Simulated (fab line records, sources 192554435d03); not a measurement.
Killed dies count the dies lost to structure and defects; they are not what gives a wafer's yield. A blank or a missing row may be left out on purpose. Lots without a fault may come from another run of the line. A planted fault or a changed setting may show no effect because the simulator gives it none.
fab line records    flow n5_finfet    part 1 of 2: steps 1 to 3 of 6
[record] lots = 24  wafers = 72  last_day = 20
route steps=1938 shown BEOL_M0_CUTY@711 BEOL_M0@715 BEOL_M1@753
lots untouched by any fault: they come from a run of this same line in which no faults occurred
start_h: start of the lot's first displayed wafer, in hours after the record's first day    wait_h: time in hours since the lot's previous step    " same as the row above    L1.1+2: a single row standing in for several wafers    - no value present, or no start provided    * or withheld: withheld    < > ~ a bound
route shown NAME@n: a module of which the file shows steps, and the number in the route of the first    usual: mean/standard deviation of fault-free wafers    same: alike in all rows    chamber/n: place in a boat    sites: the reading at each site    _std_site: standard deviation across them    _edge_site: the outer-site mean with the inner-site mean subtracted    radius_mm: how far each site lies from the wafer's centre    mask NAME#n: copy n    behind: the most recent tool/chamber to have shaped the wafer    hold: why the lot went on hold/how many hours it stayed there/how the hold came to an end    device: which transistor (n, p or np) failed to switch    end of line: tests of these same wafers at the route's end    a step without rows: its recipe alone    killed: not the wafer's yield, but the dies lost to structure and defects at the first sort    map: a wafer's dies, marking killed ones x, the rest . and places with no die _
set.NAME: the run value of the setting; set.NAME@STEP: its run value at that earlier step    model.NAME: the simulator's own value behind a step, which no gauge read
the route's steps for a sample of lots (tables are steps, rows are wafers)
services: from which hour (start_h, from the record's first day; less than 0 if before it) a tool's chamber was out of use, for how many hours, and why
[[steps]]
[step N5_BEOL_M0_CUTY_DESCUM_61]
[recipe] chemistry = O2  time_s = 7.9  source_power_w = 50  bias_power_w = 20  pressure_mtorr = 20  rf_frequency_hz = 2.712e+07  temp_c = 40  resist = CAR-ArF-block  o2_flow_sccm = 225
[usual] drypump_motor_current_A = 5.8/0.4  o2_flow_sccm = 225.1/0.65  oes_product_au = 0.78/0.055  rf_vpp_V = 243.6/1.2  showerhead_plenum_p_Torr = 2.12/0.055  throttle_valve_pct = 20.47/0.19
lot.wafer  tool         chamber  start_h  wait_h  drypump_motor_current_A  o2_flow_sccm  oes_product_au  rf_hours_counter_h  rf_vpp_V  showerhead_plenum_p_Torr  throttle_valve_pct
L074.2     rie_diel-01  3        115.30   0.0     5.6                      225.1         0.79            116                 242.2     2.10                      20.50
L074.5     "            1        "        "       5.8                      224.4         0.85            -                   244.1     2.13                      20.37
L074.6     "            0        "        "       5.8                      224.4         0.87            -                   245.8     2.22                      20.47
L075.2     rie_diel-06  3        127.71   0.3     5.9                      225.4         0.77            130                 242.8     2.11                      20.46
L075.3     "            2        "        "       5.1                      224.7         0.75            160                 244.6     2.19                      20.30
L075.4     "            0        "        "       5.9                      225.2         0.75            172                 243.4     2.08                      20.61
L076.1     rie_diel-04  2        129.46   0.0     5.5                      226.2         0.72            184                 243.9     2.17                      20.94
L076.2     "            3        "        "       6.5                      225.8         0.76            168                 244.6     2.18                      20.24
L076.4     "            3        "        "       6.5                      225.4         0.76            -                   245.3     2.18                      20.24
L077.1     rie_diel-04  2        133.49   0.0     5.4                      225.2         0.71            186                 242.9     2.17                      20.91
L077.2     "            1        "        "       5.3                      223.7         0.83            76                  243.3     2.11                      20.07
L077.5     "            1        "        "       5.3                      224.5         0.83            -                   244.0     2.11                      20.07
L078.1     rie_diel-06  0        134.70   0.3     6.0                      225.5         0.75            173                 241.8     2.08                      20.62
L078.3     "            1        "        "       5.7                      225.4         0.85            56                  241.8     2.12                      20.45
L078.5     "            2        "        "       5.1                      224.3         0.74            -                   243.6     2.19                      20.32
L079.3     rie_diel-06  0        144.78   0.0     5.9                      224.8         0.74            177                 242.7     2.08                      20.62
L079.5     "            3        "        "       5.9                      225.5         0.77            -                   244.0     2.11                      20.45
L079.6     "            2        "        "       5.1                      225.8         0.74            -                   245.0     2.19                      20.33
L080.3     rie_diel-01  3        148.65   0.0     5.6                      225.6         0.78            128                 242.2     2.10                      20.52
L080.5     "            3        "        "       5.6                      225.7         0.77            -                   243.7     2.10                      20.51
L080.6     "            2        "        "       6.3                      226.0         0.86            -                   240.6     2.03                      20.51
L081.1     rie_diel-04  0        169.39   0.0     6.4                      224.8         0.95            9                   245.3     2.23                      20.28
L081.3     "            3        "        "       6.5                      225.0         0.75            182                 244.7     2.18                      20.25
L081.6     "            3        "        "       6.5                      224.5         0.75            -                   243.7     2.18                      20.22
L082.1     rie_diel-06  0        213.43   0.2     6.0                      223.8         0.74            190                 243.1     2.08                      20.64
L082.3     "            1        "        "       5.7                      225.8         0.82            73                  242.1     2.12                      20.46
L082.4     "            3        "        "       5.9                      226.1         0.75            148                 243.6     2.10                      20.48
L083.1     rie_diel-01  0        213.56   0.2     5.7                      224.1         0.85            75                  244.7     2.21                      20.49
L083.4     "            1        "        "       5.8                      225.0         0.82            92                  244.3     2.12                      20.41
L083.6     "            2        "        "       6.2                      224.5         0.85            -                   242.0     2.03                      20.57
L084.1     rie_diel-01  1        214.75   0.1     5.8                      225.9         0.82            92                  243.0     2.12                      20.42
L084.2     "            2        "        "       6.2                      225.3         0.84            70                  241.9     2.03                      20.54
L084.4     "            3        "        "       5.6                      225.7         0.76            142                 243.4     2.09                      20.54
L085.2     rie_diel-06  3        231.98   0.0     5.8                      224.1         0.75            152                 243.0     2.10                      20.48
L085.3     "            0        "        "       6.0                      224.6         0.74            194                 243.8     2.08                      20.65
L085.6     "            3        "        "       5.9                      224.4         0.75            -                   242.9     2.10                      20.48
L086.1     rie_diel-04  1        232.47   0.0     5.3                      223.9         0.80            101                 245.0     2.10                      20.11
L086.4     "            2        "        "       5.4                      225.1         0.70            210                 243.9     2.16                      20.95
L086.6     "            3        "        "       6.5                      225.9         0.74            -                   244.7     2.17                      20.27
L088.2     rie_diel-04  0        233.34   0.1     6.4                      223.7         0.92            21                  244.3     2.22                      20.29
L088.4     "            3        "        "       6.5                      224.5         0.74            194                 244.5     2.17                      20.27
L088.5     "            1        "        "       5.3                      226.1         0.80            -                   244.5     2.10                      20.09
L087.2     rie_diel-06  1        234.14   0.1     5.7                      225.4         0.82            75                  243.9     2.12                      20.46
L087.3     "            3        "        "       5.9                      225.7         0.74            153                 241.6     2.10                      20.48
L087.5     "            1        "        "       5.7                      225.5         0.83            -                   244.7     2.12                      20.48
L089.2     rie_diel-06  0        263.63   0.4     5.9                      225.2         0.72            205                 243.3     2.07                      20.66
L089.4     "            2        "        "       5.1                      225.3         0.72            194                 244.2     2.18                      20.37
L089.5     "            0        "        "       5.9                      225.3         0.72            -                   243.1     2.07                      20.68
L090.1     rie_diel-01  3        265.28   0.0     5.6                      224.4         0.74            157                 243.9     2.09                      20.55
L090.4     "            0        "        "       5.7                      225.1         0.82            90                  244.6     2.20                      20.52
L090.5     "            1        "        "       5.7                      225.3         0.80            -                   244.1     2.11                      20.43
L091.1     rie_diel-06  3        265.83   0.0     5.9                      225.2         0.74            163                 242.6     2.10                      20.49
L091.4     "            0        "        "       6.0                      224.9         0.72            206                 242.9     2.07                      20.68
L091.6     "            1        "        "       5.7                      224.8         0.81            -                   243.1     2.11                      20.50
L092.1     rie_diel-01  0        266.74   0.5     5.7                      224.9         0.82            90                  246.0     2.20                      20.51
L092.2     "            2        "        "       6.2                      226.0         0.82            86                  242.7     2.02                      20.55
L092.5     "            2        "        "       6.2                      226.1         0.82            -                   241.4     2.02                      20.57
L093.1     rie_diel-01  3        267.10   0.6     5.6                      225.6         0.75            158                 244.2     2.09                      20.57
L093.3     "            0        "        "       5.7                      224.7         0.83            90                  245.3     2.20                      20.52
L093.5     "            2        "        "       6.3                      224.4         0.82            -                   241.9     2.02                      20.57
L096.1     rie_diel-06  1        293.45   0.0     5.8                      224.5         0.80            100                 243.4     2.11                      20.50
L096.2     "            3        "        "       5.9                      225.4         0.73            175                 244.7     2.09                      20.52
L096.3     "            2        "        "       5.0                      224.9         0.71            209                 245.2     2.17                      20.37
L095.1     rie_diel-04  3        295.59   0.0     6.5                      224.7         0.73            211                 244.7     2.17                      20.28
L095.2     "            0        "        "       6.4                      223.7         0.86            52                  245.8     2.21                      20.35
L095.4     "            1        "        "       5.4                      224.7         0.77            132                 242.6     2.09                      20.15
L094.1     rie_diel-01  3        296.43   0.0     5.6                      224.5         0.74            170                 243.6     2.08                      20.59
L094.4     "            0        "        "       5.8                      225.0         0.81            102                 244.2     2.20                      20.53
L094.5     "            3        "        "       5.6                      225.4         0.73            -                   241.5     2.08                      20.58
L097.4     rie_diel-01  1        297.05   0.0     5.7                      225.0         0.80            119                 241.0     2.11                      20.44
L097.5     "            2        "        "       6.3                      223.5         0.80            -                   241.2     2.02                      20.58
L097.6     "            3        "        "       5.6                      225.5         0.74            -                   244.2     2.08                      20.57
[step N5_BEOL_M0_CUTY_ETCH_63]
[recipe] chemistry = N2/H2  target = SOC  target_depth_a = 827  overetch_a = 165  mask_material = SiARC  temp_c = 40  ion_energy_ev = 200  time_s = 124  pressure_mtorr = 30  source_w = 840  bias_w = 150  n2_flow_sccm = 200  h2_flow_sccm = 200
[usual] drypump_motor_current_A = 5.8/0.4  oes_product_au = 0.64/0.043  rf_vpp_V = 524.9/2  showerhead_plenum_p_Torr = 2.58/0.067  throttle_valve_pct = 17.86/0.21
lot.wafer  tool         chamber  start_h  wait_h  drypump_motor_current_A  oes_product_au  rf_hours_counter_h  rf_vpp_V  showerhead_plenum_p_Torr  throttle_valve_pct
L074.2     rie_diel-01  3        115.39   0.0     5.6                      0.65            116                 522.3     2.55                      17.90
L074.5     "            1        "        "       5.7                      0.70            -                   524.7     2.58                      17.73
L074.6     "            0        "        "       5.7                      0.71            -                   527.0     2.69                      17.86
L075.2     rie_diel-06  3        127.79   0.0     5.9                      0.63            130                 525.3     2.54                      17.74
L075.3     "            2        "        "       5.1                      0.61            161                 525.1     2.65                      17.77
L075.4     "            0        "        "       6.0                      0.62            172                 523.5     2.53                      18.06
L076.1     rie_diel-04  2        129.54   0.0     5.4                      0.59            184                 527.6     2.63                      18.35
L076.2     "            3        "        "       6.5                      0.63            168                 528.2     2.64                      17.56
L076.4     "            3        "        "       6.5                      0.63            -                   526.3     2.64                      17.55
L077.1     rie_diel-04  2        133.57   0.0     5.5                      0.59            186                 527.5     2.63                      18.37
L077.2     "            1        "        "       5.3                      0.68            77                  525.3     2.57                      17.42
L077.5     "            1        "        "       5.3                      0.67            -                   523.6     2.57                      17.42
L078.1     rie_diel-06  0        134.78   0.0     6.0                      0.62            173                 523.9     2.53                      18.04
L078.3     "            1        "        "       5.7                      0.70            56                  524.7     2.58                      17.81
L078.5     "            2        "        "       5.1                      0.61            -                   526.7     2.65                      17.76
L079.3     rie_diel-06  0        144.86   0.0     5.9                      0.61            177                 523.6     2.52                      18.04
L079.5     "            3        "        "       5.9                      0.62            -                   523.2     2.54                      17.77
L079.6     "            2        "        "       5.0                      0.61            -                   525.5     2.65                      17.77
L080.3     rie_diel-01  3        148.73   0.0     5.6                      0.64            128                 523.9     2.55                      17.95
L080.5     "            3        "        "       5.6                      0.64            -                   525.1     2.55                      17.94
L080.6     "            2        "        "       6.3                      0.70            -                   522.3     2.48                      17.85
L081.1     rie_diel-04  0        169.47   0.0     6.4                      0.78            9                   527.9     2.72                      17.66
L081.3     "            3        "        "       6.5                      0.62            182                 527.3     2.64                      17.56
L081.6     "            3        "        "       6.5                      0.61            -                   526.6     2.64                      17.56
L082.1     rie_diel-06  0        213.51   0.0     6.0                      0.60            190                 524.4     2.52                      18.07
L082.3     "            1        "        "       5.7                      0.68            73                  525.5     2.57                      17.82
L082.4     "            3        "        "       5.9                      0.62            148                 524.6     2.54                      17.77
L083.1     rie_diel-01  0        213.64   0.0     5.7                      0.68            75                  527.9     2.68                      17.90
L083.4     "            1        "        "       5.8                      0.66            92                  524.2     2.57                      17.79
L083.6     "            2        "        "       6.2                      0.68            -                   523.3     2.47                      17.91
L084.1     rie_diel-01  1        214.83   0.0     5.8                      0.67            92                  523.7     2.57                      17.79
L084.2     "            2        "        "       6.3                      0.68            70                  521.2     2.47                      17.90
L084.4     "            3        "        "       5.6                      0.63            142                 523.5     2.54                      17.94
L085.2     rie_diel-06  3        232.06   0.0     5.9                      0.61            152                 523.7     2.53                      17.80
L085.3     "            0        "        "       5.9                      0.60            194                 524.6     2.52                      18.09
L085.6     "            3        "        "       5.9                      0.61            -                   522.9     2.53                      17.79
L086.1     rie_diel-04  1        232.55   0.0     5.4                      0.65            101                 523.6     2.56                      17.45
L086.4     "            2        "        "       5.4                      0.57            210                 526.5     2.62                      18.41
L086.6     "            3        "        "       6.5                      0.61            -                   525.5     2.63                      17.59
L088.2     rie_diel-04  0        233.42   0.0     6.4                      0.74            21                  529.0     2.71                      17.70
L088.4     "            3        "        "       6.5                      0.61            194                 526.1     2.63                      17.60
L088.5     "            1        "        "       5.3                      0.65            -                   524.2     2.56                      17.45
L087.2     rie_diel-06  1        234.22   0.0     5.7                      0.68            75                  524.8     2.57                      17.85
L087.3     "            3        "        "       5.9                      0.61            153                 523.6     2.53                      17.80
L087.5     "            1        "        "       5.7                      0.68            -                   523.6     2.57                      17.83
L089.2     rie_diel-06  0        263.71   0.0     6.0                      0.60            205                 523.0     2.51                      18.10
L089.4     "            2        "        "       5.1                      0.59            194                 527.0     2.64                      17.83
L089.5     "            0        "        "       6.0                      0.59            -                   523.6     2.51                      18.12
L090.1     rie_diel-01  3        265.36   0.0     5.6                      0.62            157                 525.1     2.54                      17.98
L090.4     "            0        "        "       5.7                      0.67            90                  528.2     2.67                      17.93
L090.5     "            1        "        "       5.8                      0.65            -                   524.1     2.56                      17.83
L091.1     rie_diel-06  3        265.91   0.0     5.9                      0.60            163                 522.4     2.53                      17.79
L091.4     "            0        "        "       6.0                      0.59            206                 524.2     2.51                      18.10
L091.6     "            1        "        "       5.7                      0.67            -                   525.7     2.56                      17.87
L092.1     rie_diel-01  0        266.82   0.0     5.8                      0.67            90                  526.5     2.67                      17.92
L092.2     "            2        "        "       6.3                      0.68            86                  521.9     2.46                      17.92
L092.5     "            2        "        "       6.2                      0.67            -                   521.0     2.46                      17.93
L093.1     rie_diel-01  3        267.18   0.0     5.6                      0.62            158                 524.8     2.54                      17.98
L093.3     "            0        "        "       5.7                      0.67            90                  527.6     2.67                      17.93
L093.5     "            2        "        "       6.3                      0.67            -                   522.5     2.46                      17.90
L096.1     rie_diel-06  1        293.53   0.0     5.7                      0.66            101                 523.4     2.56                      17.89
L096.2     "            3        "        "       5.8                      0.60            175                 523.2     2.52                      17.82
L096.3     "            2        "        "       5.0                      0.58            209                 525.3     2.63                      17.85
L095.1     rie_diel-04  3        295.67   0.0     6.5                      0.60            211                 526.3     2.62                      17.62
L095.2     "            0        "        "       6.4                      0.70            52                  528.7     2.70                      17.73
L095.4     "            1        "        "       5.3                      0.63            132                 525.3     2.54                      17.48
L094.1     rie_diel-01  3        296.51   0.0     5.6                      0.61            170                 523.0     2.53                      18.01
L094.4     "            0        "        "       5.7                      0.66            102                 527.8     2.67                      17.94
L094.5     "            3        "        "       5.6                      0.61            -                   522.5     2.53                      18.00
L097.4     rie_diel-01  1        297.13   0.0     5.7                      0.65            119                 524.3     2.56                      17.84
L097.5     "            2        "        "       6.3                      0.66            -                   520.3     2.46                      17.95
L097.6     "            3        "        "       5.6                      0.61            -                   523.8     2.53                      17.98
[step N5_BEOL_M0_ETCH_138]
[recipe] chemistry = CH3F/O2  target_depth_a = 120  target = SiCN  time_s = 31.6  ion_energy_ev = 120  pressure_mtorr = 30  source_w = 395  bias_w = 75  Ar_flow_sccm = 150  CH3F_flow_sccm = 30  O2_flow_sccm = 20  ends = cleared
[usual] drypump_motor_current_A = 5.8/0.4  etch_rf_on_time_s = 29.1/0.7  oes_product_au = 0.67/0.046  rf_vpp_V = 297.8/1.3  showerhead_plenum_p_Torr = 2.03/0.05  throttle_valve_pct = 16.35/0.19
lot.wafer  tool         chamber  start_h  wait_h  drypump_motor_current_A  etch_rf_on_time_s  oes_product_au  rf_hours_counter_h  rf_vpp_V  showerhead_plenum_p_Torr  throttle_valve_pct
L074.2     rie_diel-01  3        115.51   0.0     5.6                      27.2               0.68            116                 295.7     2.02                      16.43
L074.5     "            1        "        "       5.7                      28.4               0.73            -                   298.3     2.03                      16.23
L074.6     "            0        "        "       5.7                      28.5               0.74            -                   299.9     2.11                      16.26
L075.2     rie_diel-06  3        127.92   0.0     5.9                      28.5               0.65            130                 296.9     2.01                      16.25
L075.3     "            2        "        "       5.0                      29.2               0.63            161                 298.6     2.08                      16.17
L075.4     "            0        "        "       5.9                      29.0               0.64            172                 297.5     1.99                      16.48
L076.1     rie_diel-04  2        129.66   0.0     5.5                      28.6               0.62            184                 298.4     2.07                      16.76
L076.2     "            3        "        "       6.5                      28.0               0.65            168                 297.6     2.08                      16.14
L076.4     "            3        "        "       6.5                      29.0               0.64            -                   298.0     2.08                      16.13
L077.1     rie_diel-04  2        133.69   0.0     5.4                      29.9               0.61            186                 298.6     2.07                      16.78
L077.2     "            1        "        "       5.3                      29.2               0.71            77                  298.1     2.01                      15.95
L077.5     "            1        "        "       5.3                      30.0               0.70            -                   297.6     2.01                      15.98
L078.1     rie_diel-06  0        134.90   0.0     5.9                      29.6               0.64            173                 297.2     1.98                      16.49
L078.3     "            1        "        "       5.7                      28.8               0.73            56                  296.8     2.03                      16.28
L078.5     "            2        "        "       5.1                      29.8               0.64            -                   299.8     2.08                      16.20
L079.3     rie_diel-06  0        144.98   0.0     6.0                      29.2               0.64            177                 296.9     1.98                      16.49
L079.5     "            3        "        "       5.9                      28.8               0.65            -                   297.7     2.01                      16.27
L079.6     "            2        "        "       5.1                      28.4               0.63            -                   298.9     2.08                      16.20
L080.3     rie_diel-01  3        148.85   0.0     5.6                      28.8               0.66            128                 297.1     2.02                      16.45
L080.5     "            3        "        "       5.6                      28.0               0.67            -                   298.4     2.02                      16.48
L080.6     "            2        "        "       6.3                      29.0               0.74            -                   296.1     1.95                      16.39
L081.1     rie_diel-04  0        169.59   0.0     6.4                      30.1               0.81            9                   300.6     2.13                      16.14
L081.3     "            3        "        "       6.5                      29.9               0.64            182                 299.2     2.07                      16.14
L081.6     "            3        "        "       6.5                      30.0               0.64            -                   299.9     2.07                      16.15
L082.1     rie_diel-06  0        213.64   0.0     6.0                      29.1               0.63            190                 296.4     1.98                      16.50
L082.3     "            1        "        "       5.7                      29.2               0.71            73                  296.8     2.02                      16.32
L082.4     "            3        "        "       5.9                      29.3               0.64            148                 296.8     2.00                      16.31
L083.1     rie_diel-01  0        213.77   0.0     5.7                      29.3               0.71            75                  300.0     2.10                      16.32
L083.4     "            1        "        "       5.8                      29.8               0.70            92                  297.7     2.02                      16.28
L083.6     "            2        "        "       6.3                      29.9               0.72            -                   296.6     1.95                      16.44
L084.1     rie_diel-01  1        214.95   0.0     5.7                      28.1               0.70            92                  297.3     2.02                      16.28
L084.2     "            2        "        "       6.2                      28.3               0.72            70                  296.7     1.95                      16.42
L084.4     "            3        "        "       5.6                      28.0               0.65            142                 297.4     2.01                      16.47
L085.2     rie_diel-06  3        232.18   0.0     5.9                      28.8               0.64            152                 297.2     2.00                      16.30
L085.3     "            0        "        "       6.0                      30.2               0.62            194                 297.5     1.98                      16.54
L085.6     "            3        "        "       5.9                      29.6               0.64            -                   297.8     2.00                      16.30
L086.1     rie_diel-04  1        232.68   0.0     5.3                      29.7               0.68            101                 298.0     2.00                      16.00
L086.4     "            2        "        "       5.4                      30.1               0.60            210                 298.5     2.06                      16.81
L086.6     "            3        "        "       6.5                      29.6               0.63            -                   298.2     2.07                      16.16
L088.2     rie_diel-04  0        233.54   0.0     6.4                      28.9               0.78            22                  299.9     2.12                      16.16
L088.4     "            3        "        "       6.5                      29.7               0.64            194                 298.7     2.07                      16.18
L088.5     "            1        "        "       5.3                      29.5               0.68            -                   297.9     2.00                      16.03
L087.2     rie_diel-06  1        234.34   0.0     5.7                      28.5               0.71            75                  297.9     2.02                      16.33
L087.3     "            3        "        "       5.9                      29.6               0.64            153                 296.0     2.00                      16.28
L087.5     "            1        "        "       5.7                      29.6               0.71            -                   298.1     2.02                      16.32
L089.2     rie_diel-06  0        263.83   0.0     6.0                      28.1               0.61            205                 296.4     1.97                      16.54
L089.4     "            2        "        "       5.1                      28.7               0.62            194                 299.7     2.07                      16.25
L089.5     "            0        "        "       6.0                      29.3               0.62            -                   297.8     1.97                      16.55
L090.1     rie_diel-01  3        265.48   0.0     5.6                      29.1               0.64            157                 297.5     2.01                      16.50
L090.4     "            0        "        "       5.7                      29.0               0.71            90                  299.1     2.10                      16.34
L090.5     "            1        "        "       5.8                      29.4               0.69            -                   298.3     2.02                      16.32
L091.1     rie_diel-06  3        266.03   0.0     5.9                      30.0               0.63            163                 297.2     2.00                      16.34
L091.4     "            0        "        "       5.9                      31.0               0.61            206                 297.6     1.97                      16.56
L091.6     "            1        "        "       5.7                      30.0               0.70            -                   297.7     2.02                      16.36
L092.1     rie_diel-01  0        266.94   0.0     5.8                      29.3               0.69            90                  297.8     2.10                      16.35
L092.2     "            2        "        "       6.2                      28.6               0.69            86                  294.3     1.94                      16.44
L092.5     "            2        "        "       6.2                      29.6               0.70            -                   298.4     1.94                      16.45
L093.1     rie_diel-01  3        267.30   0.0     5.6                      29.7               0.64            158                 296.4     2.01                      16.51
L093.3     "            0        "        "       5.8                      28.6               0.70            90                  300.3     2.10                      16.35
L093.5     "            2        "        "       6.2                      30.8               0.70            -                   295.3     1.94                      16.45
L096.1     rie_diel-06  1        293.66   0.0     5.7                      29.8               0.69            101                 297.0     2.01                      16.39
L096.2     "            3        "        "       5.9                      29.2               0.62            175                 297.5     1.99                      16.35
L096.3     "            2        "        "       5.1                      29.5               0.61            209                 297.4     2.07                      16.27
L095.1     rie_diel-04  3        295.80   0.0     6.5                      28.4               0.63            211                 299.2     2.06                      16.23
L095.2     "            0        "        "       6.4                      28.0               0.73            52                  299.9     2.11                      16.21
L095.4     "            1        "        "       5.3                      29.2               0.64            132                 297.9     1.99                      16.07
L094.1     rie_diel-01  3        296.64   0.0     5.6                      28.7               0.63            170                 296.8     2.00                      16.54
L094.4     "            0        "        "       5.7                      29.1               0.70            102                 298.2     2.09                      16.38
L094.5     "            3        "        "       5.6                      28.8               0.63            -                   297.4     2.00                      16.55
L097.4     rie_diel-01  1        297.25   0.0     5.8                      29.4               0.67            119                 296.3     2.01                      16.32
L097.5     "            2        "        "       6.3                      29.3               0.69            -                   295.0     1.94                      16.49
L097.6     "            3        "        "       5.6                      29.4               0.63            -                   297.9     2.00                      16.53
